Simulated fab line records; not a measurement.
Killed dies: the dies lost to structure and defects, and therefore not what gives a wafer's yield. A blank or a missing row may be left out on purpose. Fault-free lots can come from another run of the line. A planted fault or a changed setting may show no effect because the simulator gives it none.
2 desks, one fault || flow nand_harc || numbers are kept per desk, each desk with only its own; the story behind them comes last

TOOL OWNER'S DESK, pecvd_onon-04
The tool's own readings at NHARC_A_ONON_D2_DEP_06 (target thk 1000 nm): means of the sampled wafers that have a number, for each lot that ran on this tool. Any lot whose mean is over 4 standard deviations away from the usual mean is out of limits and marked OUT; that distance is given in the brackets.
Columns: A = nh3_flow_sccm at NHARC_A_ONON_D2_DEP_06, usual 499.9 sccm; B = susceptor_temp_C at NHARC_A_ONON_D2_DEP_06, usual 400.05 C
{"lot": "L113", "first seen here": "day 15 10:47", "A": 500.6, "B": 400.29}
{"lot": "L117", "first seen here": "day 16 08:26", "A": 499.1, "B": 400.09}
{"lot": "L118", "first seen here": "day 16 21:14", "A": 500.7, "B": 399.91}
{"lot": "L120", "first seen here": "day 17 20:20", "A": 499.4, "B": 400.11}
{"lot": "L123", "first seen here": "day 18 22:37", "A": 500.5, "B": 399.97}
This desk found nothing out of limits on any of the 5 lots.

METROLOGY DESK
What the gauges read for every lot (on any tool): the sampled wafers with a number, averaged. Any lot whose mean is over 4 standard deviations away from the usual mean is out of limits and marked OUT; that distance is given in the brackets.
Columns: A = thk_nm at NHARC_A_DECK1_JOINT_THK_MEAS_17, usual 44.9 nm; B = thk_nm at NHARC_A_ONON_D2_THK_MEAS_08, usual 1000 nm
{"lot": "L107", "first seen here": "day 12 04:50", "A": 45.4, "B": 991}
{"lot": "L108", "first seen here": "day 12 19:20", "A": 45.1, "B": 1013}
{"lot": "L110", "first seen here": "day 13 19:26", "A": 45.7, "B": 993}
{"lot": "L111", "first seen here": "day 14 00:00", "A": 44.3, "B": 994}
{"lot": "L113", "first seen here": "day 15 09:29", "A": 45.3, "B": 986}
{"lot": "L114", "first seen here": "day 15 10:07", "A": 45.1, "B": 1015}
{"lot": "L117", "first seen here": "day 16 06:53", "A": 44.9, "B": 1006}
{"lot": "L118", "first seen here": "day 16 20:00", "A": 44.9, "B": 1016}
{"lot": "L119", "first seen here": "day 17 01:42", "A": 43.7, "B": 1008}
{"lot": "L120", "first seen here": "day 17 19:06", "A": 44.5, "B": "846 (-17) OUT"}
{"lot": "L123", "first seen here": "day 18 21:22", "A": 46.6, "B": "823 (-20) OUT"}
{"lot": "L121", "first seen here": "day 18 21:38", "A": 45.3, "B": 996}
{"lot": "L129", "first seen here": "day 21 15:10", "A": 45.3, "B": 992}
{"lot": "L130", "first seen here": "day 21 22:08", "A": 43.8, "B": 999}
This desk finds L120, L123 out of limits, L120 being first, at day 17 20:51 (thk_nm at NHARC_A_ONON_D2_THK_MEAS_08). L107, L108, L110, L111, L113, L114, L117, L118, L119, L121, L129, L130 stayed within limits.

PUT TOGETHER
On L120, L123, the metrology desk was in a position to raise an alarm at day 17 20:51.
Nothing out of limits was seen by the tool owner's desk.
Tool owner's desk: L120, L123 on record, inside its limits.
Of the lots named, all ran NHARC_A_ONON_D2_DEP_06 on pecvd_onon-04.

WHAT THE SIMULATOR HAD PUT IN
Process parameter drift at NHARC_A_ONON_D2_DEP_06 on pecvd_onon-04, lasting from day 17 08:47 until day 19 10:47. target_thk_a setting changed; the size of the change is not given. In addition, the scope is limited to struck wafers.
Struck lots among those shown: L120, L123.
Hours from the fault's start to each desk's first reading out of limits: the metrology desk, 12.
